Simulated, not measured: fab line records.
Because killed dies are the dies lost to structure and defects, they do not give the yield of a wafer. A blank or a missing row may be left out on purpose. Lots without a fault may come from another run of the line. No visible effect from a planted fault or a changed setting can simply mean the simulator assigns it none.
Chamber matching / flow n5Finfet / rieDiel-05 running N5_MOL_CONTACT_COAG_VIA_ETCH_117: 4 sister chambers
The step etches SiO2 in C4F6/O2, target depth 40 nm, overetch 8 nm, time 26 s. 8 wafers are shown with their chamber, then 9 later ones without.

== WAFERS PAIRED WITH THEIR CHAMBERS ==
wafer=L075.6; chamber=2; rfVppV (V)=1597; showerheadPlenumPTorr (Torr)=2.90
wafer=L079.2; chamber=2; rfVppV (V)=1597; showerheadPlenumPTorr (Torr)=2.90
wafer=L083.1; chamber=3; rfVppV (V)=1624; showerheadPlenumPTorr (Torr)=2.86
wafer=L083.3; chamber=0; rfVppV (V)=1564; showerheadPlenumPTorr (Torr)=2.78
wafer=L083.4; chamber=1; rfVppV (V)=1649; showerheadPlenumPTorr (Torr)=2.98
wafer=L085.1; chamber=1; rfVppV (V)=1647; showerheadPlenumPTorr (Torr)=2.97
wafer=L085.2; chamber=3; rfVppV (V)=1625; showerheadPlenumPTorr (Torr)=2.86
wafer=L085.3; chamber=0; rfVppV (V)=1563; showerheadPlenumPTorr (Torr)=2.78

== WAFERS WITH NO CHAMBER GIVEN ==
wafer=L087.2; rfVppV (V)=1596; showerheadPlenumPTorr (Torr)=2.89
wafer=L087.3; rfVppV (V)=1622; showerheadPlenumPTorr (Torr)=2.86
wafer=L087.4; rfVppV (V)=1647; showerheadPlenumPTorr (Torr)=2.97
wafer=L090.1; rfVppV (V)=1647; showerheadPlenumPTorr (Torr)=2.97
wafer=L090.2; rfVppV (V)=1563; showerheadPlenumPTorr (Torr)=2.77
wafer=L090.3; rfVppV (V)=1624; showerheadPlenumPTorr (Torr)=2.85
wafer=L091.1; rfVppV (V)=1596; showerheadPlenumPTorr (Torr)=2.89
wafer=L091.5; rfVppV (V)=1564; showerheadPlenumPTorr (Torr)=2.77
wafer=L091.6; rfVppV (V)=1647; showerheadPlenumPTorr (Torr)=2.97

== CHAMBER TAKEN BY EACH ==
wafer=L087.2; from the rows above=2; in truth=2
wafer=L087.3; from the rows above=3; in truth=3
wafer=L087.4; from the rows above=1; in truth=1
wafer=L090.1; from the rows above=1; in truth=1
wafer=L090.2; from the rows above=0; in truth=0
wafer=L090.3; from the rows above=3; in truth=3
wafer=L091.1; from the rows above=2; in truth=2
wafer=L091.5; from the rows above=0; in truth=0
wafer=L091.6; from the rows above=1; in truth=1
Correct placement for 9 of the 9. From these rows, 0 cannot be placed. Wrongly placed: 0.
How it was worked out, from the rows above alone: a wafer's distance from a chamber is the root of the sum, over the readings, of the square of ((its reading less the chamber's mean) divided by the reading's scatter). If the next closest chamber is less than 2 further off than the closest, the wafer can't be placed; otherwise it belongs to the closest. For every chamber, the mean is computed from those of its wafers that are shown. The scatter: the root of (the sum of the squares of (reading less its chamber's mean) over the shown wafers, divided by (wafers less chambers)).
